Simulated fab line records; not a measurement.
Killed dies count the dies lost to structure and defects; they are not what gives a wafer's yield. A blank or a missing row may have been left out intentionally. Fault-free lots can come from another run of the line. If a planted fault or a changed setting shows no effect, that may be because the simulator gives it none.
Split-lot study || flow n5Finfet || 7 lots, 21 wafers read, on a route of 1938 steps

## ABOUT THE SPLIT
At N5_BEOL_M10_COAT_60 (time 60 s, resist thk 30 nm), the setting spinRpm was moved away from the recipe's 1500 rpm on 11 of the 21 wafers read, by -7.2% to +9.5%. All remaining wafers had this setting at the recipe value.

## FROM THE SPLIT TO THE READING: what the file shows between them, 1 step
- N5_BEOL_M10_ETCH_61: etches SiARC in CF4, target depth 39 nm, time 65 s (also split here: cf4FlowSccm)

## THE READING
SiARC_of_BEOL_M10_COAT_60.thkNm (the simulator's own value, which no gauge read), in nm, at N5_BEOL_M10_ETCH_62 (etches SOC in N2/H2, target depth 110 nm, overetch 22 nm, time 165 s). No usual value for it is given in the file. Across the 10 wafers here that went through the recipe, the average is 23.4 nm and the standard deviation 0.14 nm.

{"wafer": "L078.2", "tool, chamber at the split": "lithoTrack-04, 0", "spinRpm as run, rpm": 1630, "against the recipe": "+8.7%", "SiARC_of_BEOL_M10_COAT_60.thkNm, nm": 22.2, "against lot-mates on the recipe": -1.2}
{"wafer": "L078.3", "tool, chamber at the split": "lithoTrack-04, 0", "spinRpm as run, rpm": 1630, "against the recipe": "+8.7%", "SiARC_of_BEOL_M10_COAT_60.thkNm, nm": 22.4, "against lot-mates on the recipe": -1.0}
{"wafer": "L078.4", "tool, chamber at the split": "lithoTrack-04, 0", "spinRpm as run, rpm": 1500, "against the recipe": "recipe", "SiARC_of_BEOL_M10_COAT_60.thkNm, nm": 23.4, "against lot-mates on the recipe": "-"}
{"wafer": "L082.1", "tool, chamber at the split": "lithoTrack-03, 0", "spinRpm as run, rpm": 1500, "against the recipe": "recipe", "SiARC_of_BEOL_M10_COAT_60.thkNm, nm": 23.6, "against lot-mates on the recipe": "-"}
{"wafer": "L082.5", "tool, chamber at the split": "lithoTrack-03, 0", "spinRpm as run, rpm": 1500, "against the recipe": "recipe", "SiARC_of_BEOL_M10_COAT_60.thkNm, nm": 23.6, "against lot-mates on the recipe": "-"}
{"wafer": "L082.4", "tool, chamber at the split": "lithoTrack-03, 0", "spinRpm as run, rpm": 1500, "against the recipe": "recipe", "SiARC_of_BEOL_M10_COAT_60.thkNm, nm": 23.4, "against lot-mates on the recipe": "-"}
{"wafer": "L086.1", "tool, chamber at the split": "lithoTrack-03, 0", "spinRpm as run, rpm": 1578, "against the recipe": "+5.2%", "SiARC_of_BEOL_M10_COAT_60.thkNm, nm": 22.8, "against lot-mates on the recipe": "no lot-mate on the recipe"}
{"wafer": "L086.3", "tool, chamber at the split": "lithoTrack-03, 0", "spinRpm as run, rpm": 1578, "against the recipe": "+5.2%", "SiARC_of_BEOL_M10_COAT_60.thkNm, nm": 22.8, "against lot-mates on the recipe": "no lot-mate on the recipe"}
{"wafer": "L086.4", "tool, chamber at the split": "lithoTrack-03, 0", "spinRpm as run, rpm": 1578, "against the recipe": "+5.2%", "SiARC_of_BEOL_M10_COAT_60.thkNm, nm": 22.8, "against lot-mates on the recipe": "no lot-mate on the recipe"}
{"wafer": "L085.3", "tool, chamber at the split": "lithoTrack-02, 0", "spinRpm as run, rpm": 1500, "against the recipe": "recipe", "SiARC_of_BEOL_M10_COAT_60.thkNm, nm": 23.4, "against lot-mates on the recipe": "-"}
{"wafer": "L085.5", "tool, chamber at the split": "lithoTrack-02, 0", "spinRpm as run, rpm": 1580, "against the recipe": "+5.3%", "SiARC_of_BEOL_M10_COAT_60.thkNm, nm": 22.6, "against lot-mates on the recipe": -0.7}
{"wafer": "L085.6", "tool, chamber at the split": "lithoTrack-02, 0", "spinRpm as run, rpm": 1500, "against the recipe": "recipe", "SiARC_of_BEOL_M10_COAT_60.thkNm, nm": 23.2, "against lot-mates on the recipe": "-"}
{"wafer": "L094.2", "tool, chamber at the split": "lithoTrack-03, 0", "spinRpm as run, rpm": 1500, "against the recipe": "recipe", "SiARC_of_BEOL_M10_COAT_60.thkNm, nm": 23.4, "against lot-mates on the recipe": "-"}
{"wafer": "L094.4", "tool, chamber at the split": "lithoTrack-03, 0", "spinRpm as run, rpm": 1500, "against the recipe": "recipe", "SiARC_of_BEOL_M10_COAT_60.thkNm, nm": 23.2, "against lot-mates on the recipe": "-"}
{"wafer": "L094.5", "tool, chamber at the split": "lithoTrack-03, 0", "spinRpm as run, rpm": 1392, "against the recipe": "-7.2%", "SiARC_of_BEOL_M10_COAT_60.thkNm, nm": 24.8, "against lot-mates on the recipe": "+1.5"}
{"wafer": "L095.1", "tool, chamber at the split": "lithoTrack-04, 0", "spinRpm as run, rpm": 1500, "against the recipe": "recipe", "SiARC_of_BEOL_M10_COAT_60.thkNm, nm": 23.6, "against lot-mates on the recipe": "-"}
{"wafer": "L095.3", "tool, chamber at the split": "lithoTrack-04, 0", "spinRpm as run, rpm": 1500, "against the recipe": "recipe", "SiARC_of_BEOL_M10_COAT_60.thkNm, nm": 23.4, "against lot-mates on the recipe": "-"}
{"wafer": "L095.6", "tool, chamber at the split": "lithoTrack-04, 0", "spinRpm as run, rpm": 1631, "against the recipe": "+8.7%", "SiARC_of_BEOL_M10_COAT_60.thkNm, nm": 22.4, "against lot-mates on the recipe": -1.1}
{"wafer": "L096.3", "tool, chamber at the split": "lithoTrack-02, 0", "spinRpm as run, rpm": 1642, "against the recipe": "+9.5%", "SiARC_of_BEOL_M10_COAT_60.thkNm, nm": 22.2, "against lot-mates on the recipe": "no lot-mate on the recipe"}
{"wafer": "L096.6", "tool, chamber at the split": "lithoTrack-02, 0", "spinRpm as run, rpm": 1642, "against the recipe": "+9.5%", "SiARC_of_BEOL_M10_COAT_60.thkNm, nm": 22.2, "against lot-mates on the recipe": "no lot-mate on the recipe"}
{"wafer": "L096.5", "tool, chamber at the split": "lithoTrack-02, 0", "spinRpm as run, rpm": 1642, "against the recipe": "+9.5%", "SiARC_of_BEOL_M10_COAT_60.thkNm, nm": 22.4, "against lot-mates on the recipe": "no lot-mate on the recipe"}

THE FIT
A straight line over all 21 wafers: SiARC_of_BEOL_M10_COAT_60.thkNm changes by -0.136 nm for each +1% of spinRpm; r = -0.97; the points scatter about the line by 0.15 nm.
The same after taking each lot's own level away (the mean of its wafers on the recipe; 15 wafers): -0.146 nm for each +1%; r = -0.97; scatter 0.16 nm.
That fit puts the effect of the largest move of spinRpm on the reading at 1.4 nm.
From 23.30 to 23.53 nm: that is the span of the lots' own levels, equal to 1.7 times the standard deviation above.
The two slopes agree, so the slope changes little with the lot-to-lot level.
Check: for one of the wafers moved furthest among these (+8.7%), held out of the fit, the line's prediction against its lot-mates is -1.25 nm. It came out at -1.1 nm against them.

## OTHER SPLITS ON THESE WAFERS
Before the reading, these wafers also passed through other splits. Each is held against what the fit with the lots' levels taken away leaves over:
{"other split on the same wafers": "N5_BEOL_M8_TRENCH_ETCH_37 biasW", "wafers away from the commonest value": 7, "r with SiARC_of_BEOL_M10_COAT_60.thkNm (lot level and that fit taken away)": "+0.10"}
{"other split on the same wafers": "N5_BEOL_M8_CURE_75 timeS", "wafers away from the commonest value": 9, "r with SiARC_of_BEOL_M10_COAT_60.thkNm (lot level and that fit taken away)": -0.07}
{"other split on the same wafers": "N5_BEOL_M10_ETCH_61 cf4FlowSccm", "wafers away from the commonest value": 2, "r with SiARC_of_BEOL_M10_COAT_60.thkNm (lot level and that fit taken away)": -0.31}

## THE WHOLE CHAIN: every reading that the file lists as answering this split, in the file's order
{"step": "N5_BEOL_M10_COAT_60", "what it does": "time 60 s, resist thk 30 nm", "reading": "SiARC_of_BEOL_M10_COAT_60.thkNm (the simulator's own value, which no gauge read)", "change (the file's fit)": "-0.147 nm for each +1% of the setting", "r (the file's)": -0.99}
{"step": "N5_BEOL_M10_ETCH_61", "what it does": "etches SiARC in CF4, target depth 39 nm, time 65 s", "reading": "etch.depthNm (the simulator's own value, which no gauge read)", "change (the file's fit)": "-0.147 nm for each +1% of the setting", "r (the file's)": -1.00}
{"step": "N5_BEOL_M10_ETCH_61", "what it does": "etches SiARC in CF4, target depth 39 nm, time 65 s", "reading": "CAR-ArF_of_BEOL_M10_COAT_05.thkNm (the simulator's own value, which no gauge read)", "change (the file's fit)": "+0.133 nm for each +1% of the setting", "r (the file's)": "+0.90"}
{"step": "N5_BEOL_M10_ETCH_62", "what it does": "etches SOC in N2/H2, target depth 110 nm, overetch 22 nm, time 165 s", "reading": "SiARC_of_BEOL_M10_COAT_60.thkNm (the simulator's own value, which no gauge read)", "change (the file's fit)": "-0.145 nm for each +1% of the setting", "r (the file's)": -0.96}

## FILE'S OWN FIT
SiARC_of_BEOL_M10_COAT_60.thkNm changes by -0.145 nm for each +1% of spinRpm, r = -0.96.
